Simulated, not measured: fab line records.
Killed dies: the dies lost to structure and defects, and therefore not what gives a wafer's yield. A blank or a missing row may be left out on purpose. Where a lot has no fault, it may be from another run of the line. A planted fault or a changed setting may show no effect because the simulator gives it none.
fab line records    flow n5Finfet
record: lots: 7  wafers: 21
route steps=1938 shown BEOL_M4@1059 BEOL_M5@1123 BEOL_M6@1198
startH: hours from the record's opening day to when the first of the lot's shown wafers began    waitH: how many hours have passed since the lot's step before this one    " identical to the entry in the row above    L1.1+2: one row covering several wafers at once    - no value present, or no start provided    * or withheld: withheld    < > ~ a bound
route shown NAME@n: a module of which the file shows steps, and the number in the route of the first    usual: the fault-free wafers' mean and standard deviation    same: alike in all rows    chamber/n: place in a boat    sites: per-site readings    _std_site: their standard deviation    _edge_site: outer sites' mean less inner sites'    radiusMm: for every site, how far away it sits from the centre of the wafer    mask NAME#n: copy n    behind: the last tool/chamber to shape the wafer    hold: why the lot was held/for how many hours/how that ended    device: the transistor (n, p or np) that didn't switch    end of line: at the end of the route, the tests of the same wafers    a step given without rows: its recipe and nothing more    killed: not the wafer's yield, but the dies lost to structure and defects at the first sort    map: dies across one wafer; x = killed, . = not, _ = none there
set.NAME: the run value of the setting; set.NAME@STEP: its run value at that earlier step    model.NAME: the simulator's own value behind a step, which no gauge read
lots with deliberately changed settings; one table per step, one row per wafer
== steps ==
step: N5_BEOL_M4_DESCUM_33
recipe: chemistry: O2  timeS: 7  sourcePowerW: 50  biasPowerW: 20  pressureMtorr: 20  rfFrequencyHz: 2.712e+07  tempC: 40  resist: CAR-EUV  o2FlowSccm: 225
lot.wafer   tool        chamber  startH  waitH  set.timeS  model.CAR-EUV_of_BEOL_M4_COAT_22.thkNm
L075.2+4    rieDiel-03  1,2      161.79  0.1    8.277      25.4
L075.6      "           0        "       "      7          26
L078.1+6    rieDiel-03  2        180.49  0.0    7          26
L078.4      "           1        "       "      7          26.2
L082.2+3    rieDiel-04  1,2      214.07  0.0    7.91       25.6
L082.6      "           3        "       "      7          26
L084.1+2+3  rieDiel-04  0,3,2    225.75  0.1    7          26.2
L087.4      rieDiel-06  1        230.78  0.0    7          26.2
L087.5+6    "           0,3      "       "      8.095      25.6
L093.2      rieDiel-06  0        292.19  0.0    7          26.2
L093.4+5    "           3,1      "       "      7          26
L096.1+5    rieDiel-04  3,0      294.43  0.2    7          26.4
L096.4      "           3        "       "      7          26.2
step: N5_BEOL_M4_ETCH_77
recipe: chemistry: N2/H2  target: underlayer  targetDepthA: 65  maskMaterial: CAR-EUV  timeS: 5.2  ionEnergyEv: 200  pressureMtorr: 30  sourceW: 840  biasW: 150  n2FlowSccm: 200  h2FlowSccm: 200  ends: cleared
lot.wafer   tool        chamber  startH  waitH  set.timeS@BEOL_M4_DESCUM_33  model.CAR-EUV_of_BEOL_M4_COAT_22.thkNm
L075.2+4    rieDiel-03  1,2      161.83  0.0    8.277                        19.8
L075.6      "           0        "       "      7                            20.4
L078.1+4+6  rieDiel-03  2,1,2    180.52  0.0    7                            20.4
L082.2+3    rieDiel-04  1,2      214.11  0.0    7.91                         19.8
L082.6      "           3        "       "      7                            20.2
L084.1+2+3  rieDiel-04  0,3,2    225.78  0.0    7                            20.4
L087.4      rieDiel-06  1        230.81  0.0    7                            20.6
L087.5      "           0        "       "      8.095                        20
L087.6      "           3        "       "      8.095                        19.8
L093.2+5    rieDiel-06  0,1      292.23  0.0    7                            20.4
L093.4      "           3        "       "      7                            20.2
L096.1+5    rieDiel-04  3,0      294.46  0.0    7                            20.6
L096.4      "           3        "       "      7                            20.4
step: N5_BEOL_M4_ETCH_69
recipe: chemistry: CF4  target: SiARC  targetDepthA: 156  maskMaterial: CAR-EUV  timeS: 26  ionEnergyEv: 80  pressureMtorr: 40  sourceW: 545  biasW: 36  Ar_flow_sccm: 100  cf4FlowSccm: 100  ends: cleared
step: N5_BEOL_M4_ALD_98
recipe: material: SiO2  targetThkA: 25  tempC: 100  aldPrecursorFamily: BDEAS  aldCoReactant: O2-plasma  pulseTimeS: 1  coReactantPulseTimeS: 1  purgeTimeS: 2  coReactantPurgeTimeS: 2  aldCycles: 17  pressureTorr: 2
step: N5_BEOL_M4_ETCHBACK_99
recipe: chemistry: CHF3  target: SiO2  targetDepthA: 50  timeS: 10.4  sourceW: 215  biasW: 47  Ar_flow_sccm: 200  CHF3_flow_sccm: 12  ionEnergyEv: 100  pressureMtorr: 30
lot.wafer   tool        chamber  startH  waitH  set.timeS@BEOL_M4_DESCUM_33  model.CAR-EUV_of_BEOL_M4_COAT_22.thkNm
L075.2+4    rieDiel-06  0,3      164.78  2.8    8.277                        9.8
L075.6      "           1        "       "      7                            10.4
L078.1+4+6  rieDiel-04  1,3,3    186.19  5.2    7                            10.4
L082.2+3    rieDiel-06  2,1      215.23  0.5    7.91                         9.8
L082.6      "           1        "       "      7                            10.4
L084.1      rieDiel-06  1        229.29  3.4    7                            10.6
L084.2+3    "           3,0      "       "      7                            10.4
L087.4      rieDiel-04  1        232.51  1.5    7                            10.6
L087.5+6    "           2,1      "       "      8.095                        10
L093.2+5    rieDiel-04  3        292.82  0.4    7                            10.4
L093.4      "           2        "       "      7                            10.2
L096.1+5    rieDiel-04  3,2      297.61  3.0    7                            10.6
L096.4      "           0        "       "      7                            10.4
step: N5_BEOL_M4_TRENCH_ETCH_37
recipe: chemistry: C4F6/O2  targetDepthA: 555.55  target: SiOC  timeS: 29.2  ionEnergyEv: 250  pressureMtorr: 30  sourceW: 355  biasW: 185  Ar_flow_sccm: 300  C4F6_flow_sccm: 10  O2_flow_sccm: 10
usual: rfVppV: 660/11
lot.wafer  tool        chamber  startH  waitH  set.biasW  rfVppV
L075.2     rieDiel-06  0        -       -      185        671
L075.4     "           3        "       "      185        656
L075.6     "           1        "       "      185        674
L078.1     rieDiel-04  1        -       -      185        651
L078.4     "           3        "       "      196.3      688
L078.6     "           3        "       "      185        657
L082.2     rieDiel-06  2        -       -      185        652
L082.3     "           1        "       "      167.7      622
L082.6     "           1        "       "      167.7      623
L084.1     rieDiel-06  1        -       -      185        672
L084.2     "           3        "       "      185        656
L084.3     "           0        "       "      185        672
L087.4     rieDiel-04  1        -       -      208.7      716
L087.5     "           2        "       "      208.7      715
L087.6     "           1        "       "      185        650
L093.2     rieDiel-04  3        -       -      185        656
L093.4     "           2        "       "      185        649
L093.5     "           3        "       "      185        658
L096.1     rieDiel-04  3        -       -      203.3      707
L096.4     "           0        "       "      185        658
L096.5     "           2        "       "      203.3      697
step: N5_BEOL_M5_EXPOSE_08
recipe: maskId: M5  na: 0.33  sourceShape: annular  sigmaInner: 0.4  sigmaOuter: 0.8  polarization: unpolarized  targetCdNm: 28  doseMj: 35.75
lot.wafer   tool           chamber  startH  waitH  mask  set.doseMj
L075.2+6    euvScanner-01  0        171.87  -      M5#0  35.75
L075.4      "              0        "       "      M5#0  36.82
L078.1+4    euvScanner-02  0        193.07  -      M5#0  35.75
L078.6      "              0        "       "      M5#0  33.38
L082.2+3+6  euvScanner-02  0        222.36  -      M5#0  35.75
L084.1+2+3  euvScanner-01  0        237.58  -      M5#0  35.75
L087.4+6    euvScanner-02  0        241.45  -      M5#0  37.77
L087.5      "              0        "       "      M5#0  35.75
L093.2+5    euvScanner-01  0        300.68  -      M5#0  35.75
L093.4      "              0        "       "      M5#0  33.81
L096.1+4    euvScanner-01  0        307.21  -      M5#0  37.85
L096.5      "              0        "       "      M5#0  35.75
step: N5_BEOL_M5_PEB_09
recipe: pebTempC: 100  pebTimeS: 60  resist: CAR-EUV
step: N5_BEOL_M5_DEVELOP_10
recipe: developTimeS: 30  developer: TMAH  resist: CAR-EUV  rinseLiquid: surfactantRinse  dry: airSpin  devTempC: 23
step: N5_BEOL_M5_CD_MEAS_11
recipe: targetCdNm: 27.74  landingEnergyEv: 500  detector: seInlens
usual: cdNm: 27.91/0.22
lot.wafer  tool      chamber  startH  waitH  set.doseMj@BEOL_M5_EXPOSE_08  cdNm
L075.2     cdSem-03  0        171.99  -      35.75                         27.72
L075.4     "         0        "       "      36.82                         28.04
L075.6     "         0        "       "      35.75                         27.90
L078.1     cdSem-02  0        193.20  -      35.75                         27.82
L078.4     "         0        "       "      35.75                         28.01
L078.6     "         0        "       "      33.38                         26.37
L082.2     cdSem-01  0        222.48  -      35.75                         28.06
L082.3     "         0        "       "      35.75                         27.93
L082.6     "         0        "       "      35.75                         28.01
L084.1     cdSem-01  0        237.71  -      35.75                         27.71
L084.2     "         0        "       "      35.75                         27.61
L084.3     "         0        "       "      35.75                         27.65
L087.4     cdSem-02  0        241.56  -      37.77                         29.01
L087.5     "         0        "       "      35.75                         27.82
L087.6     "         0        "       "      37.77                         29.64
L093.2     cdSem-02  0        300.80  -      35.75                         28.25
L093.4     "         0        "       "      33.81                         26.53
L093.5     "         0        "       "      35.75                         28.05
L096.1     cdSem-02  0        307.34  -      37.85                         29.27
L096.4     "         0        "       "      37.85                         29.06
L096.5     "         0        "       "      35.75                         27.76
step: N5_BEOL_M5_DESCUM_16
recipe: chemistry: O2  timeS: 7  sourcePowerW: 50  biasPowerW: 20  pressureMtorr: 20  rfFrequencyHz: 2.712e+07  tempC: 40  resist: CAR-EUV  o2FlowSccm: 225
lot.wafer  tool        chamber  startH  waitH  set.doseMj@BEOL_M5_EXPOSE_08  model.BEOL_M5.cdNm
L075.2+6   rieDiel-02  2,3      172.11  0.0    35.75                         27.8
L075.4     "           2        "       "      36.82                         28.6
L078.1+4   rieDiel-01  2,0      193.32  0.0    35.75                         28
L078.6     "           2        "       "      33.38                         26.4
L082.2+6   rieDiel-02  2        222.61  0.0    35.75                         28
L082.3     "           3        "       "      35.75                         27.8
L084.1+3   rieDiel-05  1,3      237.83  0.0    35.75                         28
L084.2     "           2        "       "      35.75                         28.2
L087.4     rieDiel-01  1        241.68  0.0    37.77                         29.4
L087.5     "           3        "       "      35.75                         28
L087.6     "           0        "       "      37.77                         29.6
L093.2     rieDiel-05  1        300.93  0.0    35.75                         28.2
L093.4     "           0        "       "      33.81                         27
L093.5     "           2        "       "      35.75                         28
L096.1     rieDiel-01  3        307.46  0.0    37.85                         28.8
L096.4     "           1        "       "      37.85                         29.2
L096.5     "           2        "       "      35.75                         27.6
step: N5_BEOL_M5_ETCH_72
recipe: chemistry: N2/H2  target: underlayer  targetDepthA: 65  maskMaterial: CAR-EUV  timeS: 5.2  ionEnergyEv: 200  pressureMtorr: 30  sourceW: 840  biasW: 150  n2FlowSccm: 200  h2FlowSccm: 200  ends: cleared
lot.wafer   tool        chamber  startH  waitH  set.doseMj@BEOL_M5_EXPOSE_08  model.BEOL_M5.cdNm
L075.2+6    rieDiel-02  2,3      172.15  0.0    35.75                         27.8
L075.4      "           2        "       "      36.82                         28.4
L078.1+4    rieDiel-01  2,0      193.35  0.0    35.75                         28
L078.6      "           2        "       "      33.38                         26.4
L082.2+6    rieDiel-02  2        222.64  0.0    35.75                         28
L082.3      "           3        "       "      35.75                         27.8
L084.1+2+3  rieDiel-05  1,2,3    237.87  0.0    35.75                         28
L087.4      rieDiel-01  1        241.71  0.0    37.77                         29.4
L087.5      "           3        "       "      35.75                         27.8
L087.6      "           0        "       "      37.77                         29.6
L093.2      rieDiel-05  1        300.96  0.0    35.75                         28.2
L093.4      "           0        "       "      33.81                         27
L093.5      "           2        "       "      35.75                         28
L096.1      rieDiel-01  3        307.50  0.0    37.85                         28.8
L096.4      "           1        "       "      37.85                         29.2
L096.5      "           2        "       "      35.75                         27.8
step: N5_BEOL_M5_ETCH_61
recipe: chemistry: CF4  target: SiARC  targetDepthA: 156  maskMaterial: CAR-EUV  timeS: 26  ionEnergyEv: 80  pressureMtorr: 40  sourceW: 545  biasW: 36  Ar_flow_sccm: 100  cf4FlowSccm: 100  ends: cleared
lot.wafer  tool        chamber  startH  waitH  set.doseMj@BEOL_M5_EXPOSE_08  model.BEOL_M5.cdNm
L075.2+6   rieDiel-02  2,3      172.17  0.0    35.75                         28
L075.4     "           2        "       "      36.82                         28.6
L078.1     rieDiel-01  2        193.37  0.0    35.75                         28
L078.4     "           0        "       "      35.75                         28.2
L078.6     "           2        "       "      33.38                         26.2
L082.2     rieDiel-02  2        222.66  0.0    35.75                         28.2
L082.3+6   "           3,2      "       "      35.75                         28
L084.1+3   rieDiel-05  1,3      237.88  0.0    35.75                         28
L084.2     "           2        "       "      35.75                         28.2
L087.4     rieDiel-01  1        241.73  0.0    37.77                         29.4
L087.5     "           3        "       "      35.75                         27.8
L087.6     "           0        "       "      37.77                         29.6
L093.2+5   rieDiel-05  1,2      300.98  0.0    35.75                         28.2
L093.4     "           0        "       "      33.81                         27
L096.1     rieDiel-01  3        307.51  0.0    37.85                         28.8
L096.4     "           1        "       "      37.85                         29.2
L096.5     "           2        "       "      35.75                         27.8
step: N5_BEOL_M5_ETCH_62
recipe: chemistry: N2/H2  target: SOC  targetDepthA: 750  overetchA: 150  maskMaterial: SiARC  tempC: 40  timeS: 112.5  ionEnergyEv: 200  pressureMtorr: 30  sourceW: 840  biasW: 150  n2FlowSccm: 200  h2FlowSccm: 200
lot.wafer  tool        chamber  startH  waitH  set.doseMj@BEOL_M5_EXPOSE_08  model.BEOL_M5.cdNm
L075.2     rieDiel-02  2        172.19  0.0    35.75                         28.2
L075.4     "           2        "       "      36.82                         28.6
L075.6     "           3        "       "      35.75                         27.8
L078.1     rieDiel-01  2        193.40  0.0    35.75                         27.8
L078.4     "           0        "       "      35.75                         28.2
L078.6     "           2        "       "      33.38                         26.4
L082.2+6   rieDiel-02  2        222.68  0.0    35.75                         28.2
L082.3     "           3        "       "      35.75                         28
L084.1+3   rieDiel-05  1,3      237.91  0.0    35.75                         28
L084.2     "           2        "       "      35.75                         28.4
L087.4     rieDiel-01  1        241.76  0.0    37.77                         29.2
L087.5     "           3        "       "      35.75                         28
L087.6     "           0        "       "      37.77                         29.6
L093.2+5   rieDiel-05  1,2      301.01  0.0    35.75                         28.2
L093.4     "           0        "       "      33.81                         27.2
L096.1+4   rieDiel-01  3,1      307.54  0.0    37.85                         28.8
L096.5     "           2        "       "      35.75                         27.6
step: N5_BEOL_M5_STRIP_63
recipe: chemistry: N2/H2  tempC: 40  n2FlowSccm: 200  h2FlowSccm: 200  rfFrequencyHz: 6e+07
step: N5_BEOL_M5_STRIP_73
recipe: chemistry: N2/H2  tempC: 40  n2FlowSccm: 200  h2FlowSccm: 200  rfFrequencyHz: 6e+07
step: N5_BEOL_M5_HM_OPEN_17
recipe: chemistry: Cl2/BCl3  targetDepthA: 200  overetchA: 60  target: TiN  maskMaterial: SOC  ionEnergyEv: 150  pressureMtorr: 10  icpW: 1000  biasW: 126  Cl2_flow_sccm: 53.25  bcl3FlowSccm: 21.75  Ar_flow_sccm: 25
step: N5_BEOL_M5_STRIP_19
recipe: chemistry: O2  powerW: 400  tempC: 40  pressureMtorr: 30  rfFrequencyHz: 6e+07  biasPowerW: 0  overashFraction: 0.2  o2FlowSccm: 225
step: N5_BEOL_M5_CD_MEAS_18
recipe: pitchNm: 56  targetCdNm: 28
usual: cdNm: 28.0/0.33
lot.wafer  tool      chamber  startH  waitH  set.doseMj@BEOL_M5_EXPOSE_08  cdNm
L075.2     cdSem-03  -        172.54  0.1    35.75                         28.2
L075.4     "         -        "       "      36.82                         29.0
L075.6     "         -        "       "      35.75                         27.5
L078.1     cdSem-02  -        193.75  0.0    35.75                         27.7
L078.4     "         -        "       "      35.75                         28.3
L078.6     "         -        "       "      33.38                         26.2
L082.2     cdSem-01  -        223.03  0.1    35.75                         28.1
L082.3     "         -        "       "      35.75                         28.1
L082.6     "         -        "       "      35.75                         28.2
L084.1     cdSem-01  -        238.26  0.0    35.75                         28.5
L084.2     "         -        "       "      35.75                         28.1
L084.3     "         -        "       "      35.75                         28.3
L087.4     cdSem-01  -        242.21  0.1    37.77                         29.1
L087.5     "         -        "       "      35.75                         27.8
L087.6     "         -        "       "      37.77                         29.7
L093.2     cdSem-02  -        301.36  0.1    35.75                         27.9
L093.4     "         -        "       "      33.81                         27.3
L093.5     "         -        "       "      35.75                         27.8
L096.1     cdSem-01  -        307.89  0.0    37.85                         28.7
L096.4     "         -        "       "      37.85                         29.2
L096.5     "         -        "       "      35.75                         27.6
step: N5_BEOL_M5_COAT_65
recipe: resist: SOC  tempC: 250  timeS: 60  spinRpm: 1500  resistThkNm: 60
step: N5_BEOL_M5_COAT_66
recipe: resist: SiARC  tempC: 220  timeS: 60  spinRpm: 1500  resistThkNm: 12
step: N5_BEOL_M5_DESCUM_33
recipe: chemistry: O2  timeS: 7  sourcePowerW: 50  biasPowerW: 20  pressureMtorr: 20  rfFrequencyHz: 2.712e+07  tempC: 40  resist: CAR-EUV  o2FlowSccm: 225
step: N5_BEOL_M5_ETCH_75
recipe: chemistry: N2/H2  target: underlayer  targetDepthA: 65  maskMaterial: CAR-EUV  timeS: 5.2  ionEnergyEv: 200  pressureMtorr: 30  sourceW: 840  biasW: 150  n2FlowSccm: 200  h2FlowSccm: 200  ends: cleared
lot.wafer  tool        chamber  startH  waitH  set.doseMj@BEOL_M5_EXPOSE_08  model.BEOL_M5.cdNm
L075.2     rieDiel-01  3        174.59  0.0    35.75                         27.8
L075.4     "           2        "       "      36.82                         28.6
L075.6     "           3        "       "      35.75                         27.6
L078.1     rieDiel-02  0        194.34  0.0    35.75                         27.4
L078.4     "           1        "       "      35.75                         28.2
L078.6     "           1        "       "      33.38                         26.4
L082.2     rieDiel-05  2        223.63  0.0    35.75                         28.4
L082.3+6   "           1        "       "      35.75                         28.2
L084.1     rieDiel-01  1        238.73  0.0    35.75                         28.2
L084.2     "           0        "       "      35.75                         28
L084.3     "           2        "       "      35.75                         27.8
L087.4     rieDiel-01  3        244.93  0.0    37.77                         28.8
L087.5     "           0        "       "      35.75                         27.8
L087.6     "           3        "       "      37.77                         29.6
L093.2     rieDiel-02  0        302.32  0.0    35.75                         28
L093.4     "           1        "       "      33.81                         27.8
L093.5     "           1        "       "      35.75                         28.6
L096.1+4   rieDiel-02  0,2      308.67  0.0    37.85                         29.2
L096.5     "           2        "       "      35.75                         27.6
step: N5_BEOL_M5_ETCH_67
recipe: chemistry: CF4  target: SiARC  targetDepthA: 156  maskMaterial: CAR-EUV  timeS: 26  ionEnergyEv: 80  pressureMtorr: 40  sourceW: 545  biasW: 36  Ar_flow_sccm: 100  cf4FlowSccm: 100  ends: cleared
step: N5_BEOL_M5_ETCH_68
recipe: chemistry: N2/H2  target: SOC  targetDepthA: 800  overetchA: 160  maskMaterial: SiARC  tempC: 40  timeS: 120  ionEnergyEv: 200  pressureMtorr: 30  sourceW: 840  biasW: 150  n2FlowSccm: 200  h2FlowSccm: 200
step: N5_BEOL_M5_PRECLEAN_42
recipe: chemistry: residueRemover  timeS: 60  tempC: 40
step: N5_BEOL_M5_SRD_43
recipe: timeS: 30  tempC: 23  rinseLiquid: diw  dry: ipaMarangoni
step: N5_BEOL_M5_CD_MEAS_35
recipe: targetCdNm: 28  targetCdYNm: 24  polarity: opening
usual: cdNm: 28.0/0.33
lot.wafer  tool      chamber  startH  waitH  set.doseMj@BEOL_M5_EXPOSE_08  cdNm
L075.2     cdSem-03  -        175.12  0.0    35.75                         27.9
L075.4     "         -        "       "      36.82                         28.5
L075.6     "         -        "       "      35.75                         27.8
L078.1     cdSem-01  -        194.88  0.0    35.75                         27.6
L078.4     "         -        "       "      35.75                         28.2
L078.6     "         -        "       "      33.38                         26.1
L082.2     cdSem-03  -        224.17  0.0    35.75                         28.3
L082.3     "         -        "       "      35.75                         27.8
L082.6     "         -        "       "      35.75                         28.2
L084.1     cdSem-02  -        239.28  0.0    35.75                         28.3
L084.2     "         -        "       "      35.75                         28.3
L084.3     "         -        "       "      35.75                         27.9
L087.4     cdSem-03  -        245.47  0.0    37.77                         28.9
L087.5     "         -        "       "      35.75                         28.2
L087.6     "         -        "       "      37.77                         29.6
L093.2     cdSem-01  -        302.86  0.0    35.75                         28.0
L093.4     "         -        "       "      33.81                         27.8
L093.5     "         -        "       "      35.75                         28.3
L096.1     cdSem-02  -        309.21  0.0    37.85                         29.2
L096.4     "         -        "       "      37.85                         28.9
L096.5     "         -        "       "      35.75                         27.8
step: N5_BEOL_M6_HM_DEP_02
recipe: material: TiN  targetThkA: 200  tempC: 25  chamberPressurePa: 0.49996
lot.wafer  tool           chamber  startH  waitH  set.targetThkA  model.TiN_of_BEOL_M6_HM_DEP_02.thkNm
L075.2     pvdSputter-01  -        187.50  0.5    210.9           21.2
L075.4     "              -        "       "      200             20
L075.6     "              -        "       "      210.9           21.4
L078.1     pvdSputter-01  -        204.17  0.5    200             19.6
L078.4     "              -        "       "      200             19.8
L078.6     "              -        "       "      216             21.2
L082.2+3   pvdSputter-01  -        232.90  0.4    200             20.4
L082.6     "              -        "       "      193.1           19.6
L084.1     pvdSputter-03  -        251.18  4.2    200             20
L084.2+3   "              -        "       "      200             19.8
L087.4     pvdSputter-01  -        254.93  1.2    200             20.2
L087.5+6   "              -        "       "      223.3           22.2
L093.2+5   pvdSputter-01  -        313.33  2.8    200             19.8
L093.4     "              -        "       "      222.7           22
L096.1     pvdSputter-01  -        321.27  4.2    217.4           21.8
L096.4     "              -        "       "      217.4           22
L096.5     "              -        "       "      200             20
== key ==
split: step: N5_BEOL_M4_DESCUM_33  setting: timeS  stated: 7  by: wafer
response: step: N5_BEOL_M4_DESCUM_33  reading: model.CAR-EUV_of_BEOL_M4_COAT_22.thkNm  change: -0.0342  per: 1%  r: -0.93
response: step: N5_BEOL_M4_ETCH_77  reading: model.CAR-EUV_of_BEOL_M4_COAT_22.thkNm  change: -0.0363  per: 1%  r: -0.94
response: step: N5_BEOL_M4_ETCHBACK_99  reading: model.CAR-EUV_of_BEOL_M4_COAT_22.thkNm  change: -0.0377  per: 1%  r: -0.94
split: step: N5_BEOL_M4_TRENCH_ETCH_37  setting: biasW  stated: 185  by: wafer
response: step: N5_BEOL_M4_TRENCH_ETCH_37  reading: rfVppV  change: +4.53  per: 1%  r: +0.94
split: step: N5_BEOL_M5_EXPOSE_08  setting: doseMj  stated: 35.75  by: wafer
response: step: N5_BEOL_M5_CD_MEAS_11  reading: cdNm  change: +0.245  per: 1%  r: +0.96
response: step: N5_BEOL_M5_DESCUM_16  reading: model.BEOL_M5.cdNm  change: +0.24  per: 1%  r: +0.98
response: step: N5_BEOL_M5_ETCH_72  reading: model.BEOL_M5.cdNm  change: +0.235  per: 1%  r: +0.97
response: step: N5_BEOL_M5_ETCH_61  reading: model.BEOL_M5.cdNm  change: +0.252  per: 1%  r: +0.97
response: step: N5_BEOL_M5_ETCH_62  reading: model.BEOL_M5.cdNm  change: +0.22  per: 1%  r: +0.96
response: step: N5_BEOL_M5_CD_MEAS_18  reading: cdNm  change: +0.235  per: 1%  r: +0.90
response: step: N5_BEOL_M5_ETCH_75  reading: model.BEOL_M5.cdNm  change: +0.215  per: 1%  r: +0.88
response: step: N5_BEOL_M5_CD_MEAS_35  reading: cdNm  change: +0.194  per: 1%  r: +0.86
split: step: N5_BEOL_M6_HM_DEP_02  setting: targetThkA  stated: 200  by: wafer
response: step: N5_BEOL_M6_HM_DEP_02  reading: model.TiN_of_BEOL_M6_HM_DEP_02.thkNm  change: +0.194  per: 1%  r: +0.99
